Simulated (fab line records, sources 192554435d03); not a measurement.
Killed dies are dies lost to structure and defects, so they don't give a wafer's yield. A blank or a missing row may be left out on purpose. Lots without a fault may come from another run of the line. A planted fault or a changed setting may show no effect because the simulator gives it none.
Split-lot experiment | flow n5_finfet | 7 lots, 21 wafers read, on a route of 1938 steps

THE SPLIT
At N5_BEOL_M11_TRENCH_ETCH_37 (etches SiCOH lowk in C4F6/O2, target depth 148.83 nm, time 48 s), the setting source_w was moved away from the recipe's 345 W on 10 of the 21 wafers read, by -15.8% to +10.4%. The other wafers ran this setting at the recipe's value.

The reading is taken at the split's own step.

THE READING
rf_vpp_V, in V, at N5_BEOL_M11_TRENCH_ETCH_37 (etches SiCOH lowk in C4F6/O2, target depth 148.83 nm, time 48 s). Fault-free wafers of this fab line usually give 659 V, standard deviation 12 V.

wafer  | tool, chamber at the split | source_w as run, W | against the recipe | rf_vpp_V, V | against lot-mates on the recipe
L075.4 | rie_diel-06, 3             | 290.6              | -15.8%             | 732         | +63
L075.5 | rie_diel-06, 3             | 345                | recipe             | 670         | -
L075.6 | rie_diel-06, 0             | 345                | recipe             | 668         | -
L076.2 | rie_diel-01, 0             | 300.2              | -13.0%             | 738         | +79
L076.3 | rie_diel-01, 1             | 345                | recipe             | 659         | -
L076.5 | rie_diel-01, 3             | 300.2              | -13.0%             | 724         | +65
L077.2 | rie_diel-02, 0             | 345                | recipe             | 656         | -
L077.3 | rie_diel-02, 3             | 345                | recipe             | 648         | -
L077.6 | rie_diel-02, 2             | 345                | recipe             | 645         | -
L080.2 | rie_diel-06, 2             | 313.2              | -9.2%              | 687         | +29
L080.3 | rie_diel-06, 3             | 313.2              | -9.2%              | 705         | +47
L080.5 | rie_diel-06, 1             | 345                | recipe             | 658         | -
L087.1 | rie_diel-01, 0             | 345                | recipe             | 686         | -
L087.3 | rie_diel-01, 2             | 367.3              | +6.5%              | 636         | -50
L087.4 | rie_diel-01, 1             | 367.3              | +6.5%              | 639         | -47
L092.4 | rie_diel-06, 1             | 292.7              | -15.2%             | 715         | +56
L092.5 | rie_diel-06, 0             | 345                | recipe             | 666         | -
L092.6 | rie_diel-06, 2             | 345                | recipe             | 651         | -
L097.1 | rie_diel-06, 3             | 380.9              | +10.4%             | 636         | -17
L097.4 | rie_diel-06, 2             | 345                | recipe             | 653         | -
L097.6 | rie_diel-06, 3             | 380.9              | +10.4%             | 639         | -14

THE FIT
A straight line over all 21 wafers: rf_vpp_V changes by -3.94 V for each +1% of source_w; r = -0.93; the points scatter about the line by 12 V.
The same after taking each lot's own level away (the mean of its wafers on the recipe; 21 wafers): -4.11 V for each +1%; r = -0.92; scatter 14 V.
On that fit, the largest move of source_w shifts the reading by 65 V.
The lots' own levels span 649.7 to 686.0 V, that is 3.0 times the standard deviation above.
So the lot-to-lot level changes the slope little: the two slopes agree.
Check: with one of the wafers moved furthest among these (-15.8%) left out of the fit, the line predicts +67.8 V for it against its lot-mates. It came out at +63 V against them.
Tool readings at the split's step, against how far the setting was moved: rf_vpp_V r = -0.93.

OTHER SPLITS ON THESE WAFERS
These wafers also went through other splits before the reading. Each is held against what the fit with the lots' levels taken away leaves over:
other split on the same wafers      | wafers away from the commonest value | r with rf_vpp_V (lot level and that fit taken away)
N5_BEOL_M7_COAT_22 spin_rpm         | 6                                    | -0.59
N5_BEOL_M8_ETCH_65 source_w         | 12                                   | +0.29
N5_BEOL_M8_TRENCH_ETCH_37 bias_w    | 8                                    | -0.12
N5_BEOL_M9_COAT_60 spin_rpm         | 7                                    | -0.08
N5_BEOL_M9_TRENCH_ETCH_37 source_w  | 7                                    | +0.42
N5_BEOL_M10_TRENCH_ETCH_37 source_w | 11                                   | +0.14

THE FILE'S OWN FIT
rf_vpp_V changes by -4.11 V for each +1% of source_w, r = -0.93.
